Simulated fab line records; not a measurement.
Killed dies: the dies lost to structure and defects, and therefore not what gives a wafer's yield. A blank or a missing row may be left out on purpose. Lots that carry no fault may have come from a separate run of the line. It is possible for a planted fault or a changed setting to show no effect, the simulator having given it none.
fab line records ; flow n5-finfet ; part 1 of 2: steps 1 to 20 of 26
record lots=5; wafers=15; last-day=17
route steps=1938 shown BEOL_M7@1276
lots untouched by any fault: they come from a run of this same line in which no faults occurred
start-h: the number of hours between the record's first day and the start of the first shown wafer of the lot ; wait-h: hours elapsed since this lot's preceding step ; " same as the row above ; L1.1+2: one row covering several wafers at once ; - no value, or no start was given ; * or withheld: withheld ; < > ~ a bound
route shown NAME@n: NAME is a module with steps in the file, n the number in the route of the first one ; usual: mean/standard deviation of fault-free wafers ; same: alike in all rows ; chamber/n: place in a boat ; sites: readings site by site ; _std_site: the standard deviation of these ; _edge_site: mean of outer sites minus mean of inner sites ; radius-mm: for every site, how far away it sits from the centre of the wafer ; mask NAME#n: copy n ; behind: tool/chamber where the wafer was last shaped ; hold: reason for holding the lot/hours on hold/outcome of the hold ; device: transistor that didn't switch, given as n, p or np ; end of line: tests run on the same wafers once the route is complete ; step lacking rows: just its recipe ; killed: at the first sort, the dies lost to defects and structure; wafer yield is something else ; map: shows each die of a wafer: x if killed, . if not, _ if none is there
set.NAME: the run value of the setting; set.NAME@STEP: its run value at that earlier step ; model.NAME: the simulator's own value behind a step, which no gauge read
a table for each step, a row for each wafer; lots at some steps of the route
services: the hour from which a tool's chamber was out of use, counted from the record's first day as start-h (under 0 if before that day), plus the number of hours and why
## steps
# step N5_BEOL_M7_CD_MEAS_11
# recipe target-cd-nm=38.5; landing-energy-ev=500; detector=se-inlens; polarity=opening
# usual cd-nm=38.5/0.38
lot.wafer;tool;chamber;start-h;wait-h;cd-nm
L074.1;cd-sem-03;0;233.73;-;37.9
L074.2;cd-sem-03;0;233.73;-;39.0
L074.6;cd-sem-03;0;233.73;-;39.0
L076.2;cd-sem-02;0;268.96;-;38.8
L076.3;cd-sem-02;0;268.96;-;38.7
L076.5;cd-sem-02;0;268.96;-;38.8
L081.2;cd-sem-02;0;296.18;-;38.4
L081.5;cd-sem-02;0;296.18;-;38.1
L081.6;cd-sem-02;0;296.18;-;38.7
L085.1;cd-sem-02;0;317.31;-;39.2
L085.2;cd-sem-02;0;317.31;-;38.8
L085.5;cd-sem-02;0;317.31;-;38.5
L086.1;cd-sem-03;0;321.02;-;38.2
L086.4;cd-sem-03;0;321.02;-;38.0
L086.5;cd-sem-03;0;321.02;-;38.5
# step N5_BEOL_M7_OVL_MEAS_12
# recipe points-per-wafer=44
# usual M7_OVL=0.2/0.79
lot.wafer;tool;chamber;start-h;wait-h;M7_OVL[nm]
L074.1;overlay-02;0;233.76;0.0;-1.2
L074.2;overlay-02;0;233.76;0.0;-0.6
L074.6;overlay-02;0;233.76;0.0;0.3
L076.2;overlay-01;0;268.99;0.0;0.3
L076.3;overlay-01;0;268.99;0.0;-0.6
L076.5;overlay-01;0;268.99;0.0;-0.8
L081.2;overlay-02;0;296.21;0.0;-0.5
L081.5;overlay-02;0;296.21;0.0;0.6
L081.6;overlay-02;0;296.21;0.0;1.1
L085.1;overlay-01;0;317.34;0.0;-1.2
L085.2;overlay-01;0;317.34;0.0;-0.2
L085.5;overlay-01;0;317.34;0.0;-0.4
L086.1;overlay-02;0;321.05;0.0;0.7
L086.4;overlay-02;0;321.05;0.0;-0.7
L086.5;overlay-02;0;321.05;0.0;0.1
# step N5_BEOL_M7_INSPECT_13
# recipe mode=adi; inspect-instrument=brightfield
# usual raw-defect-count=406/81
lot.wafer;tool;chamber;start-h;wait-h;raw-defect-count
L074.1;defect-inspect-01;-;233.78;0.0;507
L074.2;defect-inspect-01;-;233.78;0.0;354
L074.6;defect-inspect-01;-;233.78;0.0;364
L076.2;defect-inspect-02;-;269.01;0.0;258
L076.3;defect-inspect-02;-;269.01;0.0;286
L076.5;defect-inspect-02;-;269.01;0.0;273
L081.2;defect-inspect-02;-;296.24;0.0;463
L081.5;defect-inspect-02;-;296.24;0.0;369
L081.6;defect-inspect-02;-;296.24;0.0;420
L085.1;defect-inspect-01;-;317.36;0.0;446
L085.2;defect-inspect-01;-;317.36;0.0;322
L085.5;defect-inspect-01;-;317.36;0.0;369
L086.1;defect-inspect-01;-;321.07;0.0;328
L086.4;defect-inspect-01;-;321.07;0.0;272
L086.5;defect-inspect-01;-;321.07;0.0;284
# step N5_BEOL_M7_DESCUM_16
# recipe chemistry=O2; time-s=7.9; source-power-w=50; bias-power-w=20; pressure-mtorr=20; rf-frequency-hz=2.712e+07; temp-c=40; resist=CAR-ArF; o2-flow-sccm=225
# usual drypump-motor-current-A=5.9/0.55; o2-flow-sccm=225.1/0.66; oes-product-au=0.80/0.078; rf-vpp-V=243.1/1.4; showerhead-plenum-p-Torr=2.10/0.066; throttle-valve-pct=20.58/0.19
lot.wafer;tool;chamber;start-h;wait-h;drypump-motor-current-A;o2-flow-sccm;oes-product-au;rf-hours-counter-h;rf-vpp-V;showerhead-plenum-p-Torr;throttle-valve-pct
L074.1;rie-diel-03;2;233.96;0.2;5.0;225.3;0.75;162;245.5;2.17;20.44
L074.2;rie-diel-03;0;233.96;0.2;5.5;226.3;0.72;208;241.6;2.08;20.72
L074.6;rie-diel-03;2;233.96;0.2;5.0;226.4;0.75;-;245.8;2.17;20.46
L076.2;rie-diel-03;0;269.06;0.0;5.5;224.9;0.71;221;242.8;2.07;20.75
L076.3;rie-diel-03;3;269.06;0.0;5.3;225.1;0.86;66;244.6;2.12;20.53
L076.5;rie-diel-03;1;269.06;0.0;6.1;225.1;0.72;-;241.9;2.00;20.10
L081.2;rie-diel-06;3;296.94;0.7;5.2;225.2;0.79;87;244.0;2.12;20.80
L081.5;rie-diel-06;2;296.94;0.7;6.4;224.0;0.75;-;240.8;1.99;20.51
L081.6;rie-diel-06;3;296.94;0.7;5.2;224.5;0.79;-;243.4;2.12;20.81
L085.1;rie-diel-03;2;317.39;0.0;5.0;226.0;0.73;182;245.2;2.16;20.50
L085.2;rie-diel-03;0;317.39;0.0;5.5;225.1;0.69;231;241.3;2.07;20.77
L085.5;rie-diel-03;2;317.39;0.0;5.0;226.8;0.73;-;242.7;2.16;20.50
L086.1;rie-diel-06;1;321.68;0.6;5.2;224.7;0.92;23;243.3;2.14;20.28
L086.4;rie-diel-06;0;321.68;0.6;6.4;224.7;0.94;5;243.7;2.15;20.51
L086.5;rie-diel-06;0;321.68;0.6;6.4;225.4;0.93;-;243.6;2.15;20.53
# step N5_BEOL_M7_ETCH_61
# recipe chemistry=CF4; target=SiARC; target-depth-a=455; mask-material=CAR-ArF; time-s=75.8; ion-energy-ev=80; pressure-mtorr=40; source-w=545; bias-w=36; Ar_flow_sccm=100; cf4-flow-sccm=100; ends=cleared
# usual drypump-motor-current-A=5.9/0.56; etch-rf-on-time-s=75.6/1.3; oes-product-au=0.68/0.067; rf-vpp-V=184.1/1.2; showerhead-plenum-p-Torr=2.14/0.066; throttle-valve-pct=15.72/0.19
lot.wafer;tool;chamber;start-h;wait-h;drypump-motor-current-A;etch-rf-on-time-s;oes-product-au;rf-hours-counter-h;rf-vpp-V;showerhead-plenum-p-Torr;throttle-valve-pct
L074.1;rie-diel-03;2;233.99;0.0;5.0;77.1;0.63;162;183.7;2.23;15.72
L074.2;rie-diel-03;0;233.99;0.0;5.6;76.1;0.61;208;184.0;2.12;15.92
L074.6;rie-diel-03;2;233.99;0.0;5.0;77.5;0.63;-;185.4;2.23;15.71
L076.2;rie-diel-03;0;269.09;0.0;5.6;76.1;0.60;221;183.7;2.12;15.93
L076.3;rie-diel-03;3;269.09;0.0;5.3;75.2;0.73;66;183.9;2.16;15.65
L076.5;rie-diel-03;1;269.09;0.0;6.1;74.0;0.63;-;182.2;2.05;15.31
L081.2;rie-diel-06;3;296.98;0.0;5.2;76.1;0.66;87;185.7;2.16;15.82
L081.5;rie-diel-06;2;296.98;0.0;6.4;75.3;0.63;-;181.3;2.05;15.75
L081.6;rie-diel-06;3;296.98;0.0;5.2;75.9;0.68;-;185.0;2.16;15.81
L085.1;rie-diel-03;2;317.43;0.0;5.0;77.1;0.63;182;185.1;2.22;15.76
L085.2;rie-diel-03;0;317.43;0.0;5.5;77.1;0.59;231;184.0;2.12;15.95
L085.5;rie-diel-03;2;317.43;0.0;5.0;77.3;0.62;-;185.8;2.22;15.75
L086.1;rie-diel-06;1;321.71;0.0;5.2;75.4;0.77;23;184.9;2.18;15.37
L086.4;rie-diel-06;0;321.71;0.0;6.4;74.3;0.81;5;184.1;2.20;15.57
L086.5;rie-diel-06;0;321.71;0.0;6.4;74.4;0.80;-;184.3;2.20;15.60
# step N5_BEOL_M7_ETCH_62
# recipe chemistry=N2/H2; target=SOC; target-depth-a=1100; overetch-a=220; mask-material=SiARC; temp-c=40; time-s=165; ion-energy-ev=200; pressure-mtorr=30; source-w=840; bias-w=150; n2-flow-sccm=200; h2-flow-sccm=200
# usual drypump-motor-current-A=5.9/0.55; oes-product-au=0.67/0.06; rf-vpp-V=523.8/2.4; showerhead-plenum-p-Torr=2.54/0.084; throttle-valve-pct=17.97/0.18
lot.wafer;tool;chamber;start-h;wait-h;drypump-motor-current-A;oes-product-au;rf-hours-counter-h;rf-vpp-V;showerhead-plenum-p-Torr;throttle-valve-pct
L074.1;rie-diel-03;2;234.05;0.0;5.0;0.64;162;525.9;2.64;17.86
L074.2;rie-diel-03;0;234.05;0.0;5.6;0.61;208;523.0;2.51;18.06
L074.6;rie-diel-03;2;234.05;0.0;5.0;0.64;-;527.2;2.64;17.90
L076.2;rie-diel-03;0;269.15;0.0;5.6;0.60;221;522.9;2.51;18.08
L076.3;rie-diel-03;3;269.15;0.0;5.4;0.72;66;523.6;2.58;17.88
L076.5;rie-diel-03;1;269.15;0.0;6.1;0.61;-;521.8;2.43;17.65
L081.2;rie-diel-06;3;297.03;0.0;5.2;0.67;87;524.5;2.57;18.15
L081.5;rie-diel-06;2;297.03;0.0;6.4;0.64;-;521.5;2.43;18.00
L081.6;rie-diel-06;3;297.03;0.0;5.2;0.68;-;523.7;2.57;18.15
L085.1;rie-diel-03;2;317.48;0.0;5.0;0.63;182;527.0;2.63;17.92
L085.2;rie-diel-03;0;317.48;0.0;5.5;0.60;231;521.4;2.50;18.10
L085.5;rie-diel-03;2;317.48;0.0;5.0;0.63;-;525.8;2.63;17.92
L086.1;rie-diel-06;1;321.77;0.0;5.2;0.76;23;526.6;2.59;17.63
L086.4;rie-diel-06;0;321.77;0.0;6.5;0.79;5;525.3;2.60;17.87
L086.5;rie-diel-06;0;321.77;0.0;6.5;0.79;-;526.4;2.60;17.87
# step N5_BEOL_M7_STRIP_68
# recipe chemistry=N2/H2; temp-c=40; n2-flow-sccm=200; h2-flow-sccm=200; rf-frequency-hz=6e+07
lot.wafer;tool;chamber;start-h;wait-h
L074.1+2+6;rie-diel-03;2,0,2;234.19;0.1
L076.2+3+5;rie-diel-03;0,3,1;269.28;0.1
L081.2+5+6;rie-diel-06;3,2,3;297.17;0.1
L085.1+2+5;rie-diel-03;2,0,2;317.62;0.1
L086.1+4+5;rie-diel-06;1,0,0;321.90;0.1
# step N5_BEOL_M7_STRIP_67
# recipe chemistry=CF4; resist=SiARC; power-w=300; bias-power-w=75; pressure-mtorr=50; cf4-flow-sccm=150; rf-frequency-hz=6e+07
# usual drypump-motor-current-A=5.9/0.55; oes-product-au=0.79/0.072; rf-vpp-V=271.2/1.6; showerhead-plenum-p-Torr=1.80/0.056; throttle-valve-pct=13.69/0.19
lot.wafer;tool;chamber;start-h;wait-h;drypump-motor-current-A;oes-product-au;rf-hours-counter-h;rf-vpp-V;showerhead-plenum-p-Torr;throttle-valve-pct
L074.1;rie-diel-03;2;234.20;0.0;5.0;0.75;162;273.2;1.86;13.68
L074.2;rie-diel-03;0;234.20;0.0;5.5;0.71;208;271.1;1.78;13.90
L074.6;rie-diel-03;2;234.20;0.0;5.0;0.75;-;273.4;1.86;13.69
L076.2;rie-diel-03;0;269.29;0.0;5.5;0.71;221;270.1;1.78;13.93
L076.3;rie-diel-03;3;269.29;0.0;5.3;0.85;66;270.8;1.82;13.58
L076.5;rie-diel-03;1;269.29;0.0;6.1;0.72;-;268.9;1.72;13.34
L081.2;rie-diel-06;3;297.18;0.0;5.2;0.79;87;274.2;1.81;13.78
L081.5;rie-diel-06;2;297.18;0.0;6.4;0.74;-;269.4;1.72;13.71
L081.6;rie-diel-06;3;297.18;0.0;5.2;0.79;-;272.2;1.81;13.76
L085.1;rie-diel-03;2;317.63;0.0;5.0;0.73;182;273.2;1.85;13.71
L085.2;rie-diel-03;0;317.63;0.0;5.6;0.70;231;269.7;1.77;13.94
L085.5;rie-diel-03;2;317.63;0.0;5.0;0.74;-;273.5;1.85;13.72
L086.1;rie-diel-06;1;321.91;0.0;5.2;0.90;23;272.4;1.83;13.35
L086.4;rie-diel-06;0;321.91;0.0;6.4;0.94;6;272.2;1.84;13.49
L086.5;rie-diel-06;0;321.91;0.0;6.4;0.94;-;272.5;1.84;13.49
# step N5_BEOL_M7_HM_OPEN_17
# recipe chemistry=Cl2/BCl3; target-depth-a=200; overetch-a=60; target=TiN; mask-material=SOC; ion-energy-ev=150; pressure-mtorr=10; icp-w=1000; bias-w=126; Cl2_flow_sccm=53.25; bcl3-flow-sccm=21.75; Ar_flow_sccm=25
# usual bcl3-flow-sccm=21.75/0.068; drypump-motor-current-A=6.1/0.41; oes-product-au=0.70/0.039; throttle-valve-pct=22.09/0.062
lot.wafer;tool;chamber;start-h;wait-h;bcl3-flow-sccm;drypump-motor-current-A;oes-product-au;rf-hours-counter-h;throttle-valve-pct
L074.1;rie-metal-03;0;234.24;0.0;21.71;5.6;0.69;32;22.05
L074.2;rie-metal-03;1;234.24;0.0;21.75;6.5;0.78;6;22.13
L074.6;rie-metal-03;1;234.24;0.0;21.71;6.5;0.78;-;22.14
L076.2;rie-metal-03;0;269.34;0.0;21.83;5.7;0.68;34;22.06
L076.3;rie-metal-03;1;269.34;0.0;21.71;6.6;0.77;-;22.16
L076.5;rie-metal-03;1;269.34;0.0;21.91;6.6;0.76;-;22.15
L081.2;rie-metal-01;0;297.25;0.1;21.67;6.1;0.66;-;22.01
L081.5;rie-metal-01;0;297.25;0.1;21.74;6.1;0.66;-;22.03
L081.6;rie-metal-01;0;297.25;0.1;21.75;6.1;0.66;-;22.04
L085.1;rie-metal-02;1;317.67;0.0;21.78;5.5;0.73;17;22.10
L085.2;rie-metal-02;0;317.67;0.0;21.76;6.4;0.73;14;22.01
L085.5;rie-metal-02;0;317.67;0.0;21.78;6.4;0.74;-;22.01
L086.1;rie-metal-02;1;321.96;0.0;21.75;5.6;0.72;17;22.10
L086.4;rie-metal-02;0;321.96;0.0;21.70;6.4;0.73;-;22.02
L086.5;rie-metal-02;1;321.96;0.0;21.71;5.5;0.72;-;22.13
# step N5_BEOL_M7_STRIP_19
# recipe chemistry=O2; power-w=400; temp-c=40; pressure-mtorr=30; rf-frequency-hz=6e+07; bias-power-w=0; overash-fraction=0.2; o2-flow-sccm=225
# usual drypump-motor-current-A=5.9/0.56; o2-flow-sccm=225.0/0.68; oes-product-au=0.78/0.071; rf-vpp-V=3.6/0.64; showerhead-plenum-p-Torr=2.09/0.067; throttle-valve-pct=16.80/0.18
lot.wafer;tool;chamber;start-h;wait-h;drypump-motor-current-A;o2-flow-sccm;oes-product-au;rf-hours-counter-h;rf-vpp-V;showerhead-plenum-p-Torr;throttle-valve-pct
L074.1;rie-diel-06;2;234.36;0.1;6.4;225.4;0.76;162;3.7;2.00;16.73
L074.2;rie-diel-06;0;234.36;0.1;6.4;223.2;0.69;234;3.6;2.16;17.06
L074.6;rie-diel-06;0;234.36;0.1;6.4;224.4;0.68;-;4.1;2.16;17.07
L076.2;rie-diel-01;2;269.46;0.1;6.4;225.4;0.85;43;4.1;2.21;16.78
L076.3;rie-diel-01;1;269.46;0.1;6.3;223.7;0.73;170;3.3;2.10;16.78
L076.5;rie-diel-01;3;269.46;0.1;6.0;225.9;0.88;-;3.5;2.05;16.73
L081.2;rie-diel-06;2;297.58;0.3;6.4;225.6;0.75;181;3.2;2.00;16.78
L081.5;rie-diel-06;1;297.58;0.3;5.2;224.0;0.94;-;3.2;2.15;16.48
L081.6;rie-diel-06;2;297.58;0.3;6.4;226.5;0.74;-;3.1;2.00;16.78
L085.1;rie-diel-06;0;317.78;0.1;6.4;225.2;0.93;4;3.8;2.16;16.69
L085.2;rie-diel-06;2;317.78;0.1;6.4;224.8;0.73;189;2.9;2.00;16.80
L085.5;rie-diel-06;2;317.78;0.1;6.4;223.3;0.73;-;4.1;2.00;16.80
L086.1;rie-diel-01;1;322.07;0.1;6.3;225.2;0.72;187;3.7;2.10;16.80
L086.4;rie-diel-01;2;322.07;0.1;6.4;224.6;0.83;60;3.9;2.20;16.82
L086.5;rie-diel-01;2;322.07;0.1;6.4;225.2;0.83;-;2.9;2.20;16.81
# step N5_BEOL_M7_CD_MEAS_18
# recipe pitch-nm=80; target-cd-nm=40
# usual cd-nm=40.1/0.43
lot.wafer;tool;chamber;start-h;wait-h;cd-nm
L074.1;cd-sem-03;-;234.43;0.0;39.7
L074.2;cd-sem-03;-;234.43;0.0;40.5
L074.6;cd-sem-03;-;234.43;0.0;40.1
L076.2;cd-sem-01;-;269.53;0.1;40.1
L076.3;cd-sem-01;-;269.53;0.1;40.2
L076.5;cd-sem-01;-;269.53;0.1;40.4
L081.2;cd-sem-03;-;297.65;0.1;40.4
L081.5;cd-sem-03;-;297.65;0.1;39.8
L081.6;cd-sem-03;-;297.65;0.1;40.8
L085.1;cd-sem-01;-;317.85;0.0;40.7
L085.2;cd-sem-01;-;317.85;0.0;40.5
L085.5;cd-sem-01;-;317.85;0.0;40.5
L086.1;cd-sem-01;-;322.14;0.0;39.7
L086.4;cd-sem-01;-;322.14;0.0;39.9
L086.5;cd-sem-01;-;322.14;0.0;39.7
# step N5_BEOL_M7_COAT_63
# recipe resist=SOC; temp-c=250; time-s=60; spin-rpm=1500; resist-thk-nm=60
# usual resist-line-temp-C=22.98/0.091
lot.wafer;tool;chamber;start-h;wait-h;resist-line-temp-C
L074.1;litho-track-04;0;234.51;0.1;22.90
L074.2;litho-track-04;0;234.51;0.1;23.12
L074.6;litho-track-04;0;234.51;0.1;22.88
L076.2;litho-track-04;0;270.02;0.5;22.92
L076.3;litho-track-04;0;270.02;0.5;23.04
L076.5;litho-track-04;0;270.02;0.5;23.08
L081.2;litho-track-02;0;299.22;1.6;22.77
L081.5;litho-track-02;0;299.22;1.6;22.81
L081.6;litho-track-02;0;299.22;1.6;22.89
L085.1;litho-track-02;0;320.51;2.7;22.91
L085.2;litho-track-02;0;320.51;2.7;22.98
L085.5;litho-track-02;0;320.51;2.7;22.90
L086.1;litho-track-04;0;322.17;0.0;22.91
L086.4;litho-track-04;0;322.17;0.0;22.86
L086.5;litho-track-04;0;322.17;0.0;23.04
# step N5_BEOL_M7_COAT_64
# recipe resist=SiARC; temp-c=220; time-s=60; spin-rpm=1500; resist-thk-nm=12
# usual resist-line-temp-C=23.02/0.1
lot.wafer;tool;chamber;start-h;wait-h;resist-line-temp-C
L074.1;litho-track-04;0;-;-;23.02
L074.2;litho-track-04;0;-;-;23.01
L074.6;litho-track-04;0;-;-;23.12
L076.2;litho-track-04;0;-;-;22.99
L076.3;litho-track-04;0;-;-;22.94
L076.5;litho-track-04;0;-;-;23.00
L081.2;litho-track-02;0;-;-;22.88
L081.5;litho-track-02;0;-;-;22.90
L081.6;litho-track-02;0;-;-;23.07
L085.1;litho-track-02;0;-;-;22.95
L085.2;litho-track-02;0;-;-;22.74
L085.5;litho-track-02;0;-;-;22.80
L086.1;litho-track-04;0;-;-;22.87
L086.4;litho-track-04;0;-;-;23.11
L086.5;litho-track-04;0;-;-;23.03
# step N5_BEOL_M7_COAT_71
# recipe resist=underlayer; temp-c=205; time-s=60; spin-rpm=1500; resist-thk-nm=5
# usual resist-line-temp-C=23.00/0.098
lot.wafer;tool;chamber;start-h;wait-h;resist-line-temp-C
L074.1;litho-track-04;0;-;-;22.86
L074.2;litho-track-04;0;-;-;23.08
L074.6;litho-track-04;0;-;-;22.95
L076.2;litho-track-04;0;-;-;22.83
L076.3;litho-track-04;0;-;-;22.91
L076.5;litho-track-04;0;-;-;22.89
L081.2;litho-track-02;0;-;-;23.03
L081.5;litho-track-02;0;-;-;22.91
L081.6;litho-track-02;0;-;-;22.97
L085.1;litho-track-02;0;-;-;22.92
L085.2;litho-track-02;0;-;-;23.10
L085.5;litho-track-02;0;-;-;23.04
L086.1;litho-track-04;0;-;-;22.92
L086.4;litho-track-04;0;-;-;23.07
L086.5;litho-track-04;0;-;-;22.85
# step N5_BEOL_M7_COAT_22
# recipe resist=CAR-EUV; spin-rpm=1500; resist-thk-nm=30
# usual resist-line-temp-C=23.01/0.095
lot.wafer;tool;chamber;start-h;wait-h;resist-line-temp-C
L074.1;litho-track-04;0;-;-;23.05
L074.2;litho-track-04;0;-;-;22.87
L074.6;litho-track-04;0;-;-;23.04
L076.2;litho-track-04;0;-;-;22.96
L076.3;litho-track-04;0;-;-;23.06
L076.5;litho-track-04;0;-;-;23.04
L081.2;litho-track-02;0;-;-;23.08
L081.5;litho-track-02;0;-;-;23.20
L081.6;litho-track-02;0;-;-;23.05
L085.1;litho-track-02;0;-;-;22.91
L085.2;litho-track-02;0;-;-;22.97
L085.5;litho-track-02;0;-;-;22.84
L086.1;litho-track-04;0;-;-;22.98
L086.4;litho-track-04;0;-;-;22.80
L086.5;litho-track-04;0;-;-;22.88
# step N5_BEOL_M7_EBR_24
# recipe solvent=PGMEA; ebr-width-mm=1.5
# usual resist-line-temp-C=22.98/0.11
lot.wafer;tool;chamber;start-h;wait-h;resist-line-temp-C
L074.1;litho-track-04;0;-;-;22.94
L074.2;litho-track-04;0;-;-;23.00
L074.6;litho-track-04;0;-;-;22.98
L076.2;litho-track-04;0;-;-;22.87
L076.3;litho-track-04;0;-;-;22.87
L076.5;litho-track-04;0;-;-;22.99
L081.2;litho-track-02;0;-;-;22.80
L081.5;litho-track-02;0;-;-;22.85
L081.6;litho-track-02;0;-;-;22.95
L085.1;litho-track-02;0;-;-;22.92
L085.2;litho-track-02;0;-;-;22.89
L085.5;litho-track-02;0;-;-;23.07
L086.1;litho-track-04;0;-;-;23.03
L086.4;litho-track-04;0;-;-;23.11
L086.5;litho-track-04;0;-;-;23.00
# step N5_BEOL_M7_SOFTBAKE_23
# recipe temp-c=110; time-s=60; resist=CAR-EUV
# usual resist-line-temp-C=23.03/0.11
lot.wafer;tool;chamber;start-h;wait-h;resist-line-temp-C
L074.1;litho-track-04;0;-;-;23.02
L074.2;litho-track-04;0;-;-;23.02
L074.6;litho-track-04;0;-;-;22.81
L076.2;litho-track-04;0;-;-;23.12
L076.3;litho-track-04;0;-;-;22.91
L076.5;litho-track-04;0;-;-;22.92
L081.2;litho-track-02;0;-;-;23.07
L081.5;litho-track-02;0;-;-;22.91
L081.6;litho-track-02;0;-;-;23.00
L085.1;litho-track-02;0;-;-;22.93
L085.2;litho-track-02;0;-;-;23.09
L085.5;litho-track-02;0;-;-;23.07
L086.1;litho-track-04;0;-;-;23.10
L086.4;litho-track-04;0;-;-;23.06
L086.5;litho-track-04;0;-;-;23.07
# step N5_BEOL_M7_EXPOSE_25
# recipe mask-id=V6; na=0.33; source-shape=annular; sigma-inner=0.4; sigma-outer=0.8; polarization=unpolarized; target-cd-nm=40; dose-mj=42.5
lot.wafer;tool;chamber;start-h;wait-h;mask
L074.1+2+6;euv-scanner-02;0;234.64;-;V6#0
L076.2+3+5;euv-scanner-01;0;270.16;-;V6#0
L081.2+5+6;euv-scanner-01;0;299.37;-;V6#0
L085.1+2+5;euv-scanner-02;0;320.64;-;V6#0
L086.1+4+5;euv-scanner-01;0;322.48;-;V6#0
# step N5_BEOL_M7_PEB_26
# recipe peb-temp-c=100; peb-time-s=60; resist=CAR-EUV
# usual resist-line-temp-C=22.99/0.12
lot.wafer;tool;chamber;start-h;wait-h;resist-line-temp-C
L074.1;litho-track-04;0;234.71;0.1;23.09
L074.2;litho-track-04;0;234.71;0.1;23.04
L074.6;litho-track-04;0;234.71;0.1;22.97
L076.2;litho-track-05;0;270.22;0.1;23.08
L076.3;litho-track-05;0;270.22;0.1;23.12
L076.5;litho-track-05;0;270.22;0.1;22.90
L081.2;litho-track-02;0;299.43;0.1;22.90
L081.5;litho-track-02;0;299.43;0.1;23.01
L081.6;litho-track-02;0;299.43;0.1;22.96
L085.1;litho-track-02;0;320.71;0.1;22.98
L085.2;litho-track-02;0;320.71;0.1;22.99
L085.5;litho-track-02;0;320.71;0.1;22.98
L086.1;litho-track-04;0;322.55;0.1;22.88
L086.4;litho-track-04;0;322.55;0.1;22.94
L086.5;litho-track-04;0;322.55;0.1;23.05
# step N5_BEOL_M7_DEVELOP_27
# recipe develop-time-s=30; developer=TMAH; resist=CAR-EUV; rinse-liquid=surfactant-rinse; dry=air-spin; dev-temp-c=23
# usual resist-line-temp-C=23.00/0.11
lot.wafer;tool;chamber;start-h;wait-h;resist-line-temp-C
L074.1;litho-track-04;0;-;-;23.08
L074.2;litho-track-04;0;-;-;22.96
L074.6;litho-track-04;0;-;-;23.18
L076.2;litho-track-05;0;-;-;23.33
L076.3;litho-track-05;0;-;-;23.00
L076.5;litho-track-05;0;-;-;23.14
L081.2;litho-track-02;0;-;-;22.82
L081.5;litho-track-02;0;-;-;22.91
L081.6;litho-track-02;0;-;-;23.00
L085.1;litho-track-02;0;-;-;22.92
L085.2;litho-track-02;0;-;-;23.01
L085.5;litho-track-02;0;-;-;22.86
L086.1;litho-track-04;0;-;-;23.05
L086.4;litho-track-04;0;-;-;22.99
L086.5;litho-track-04;0;-;-;22.92
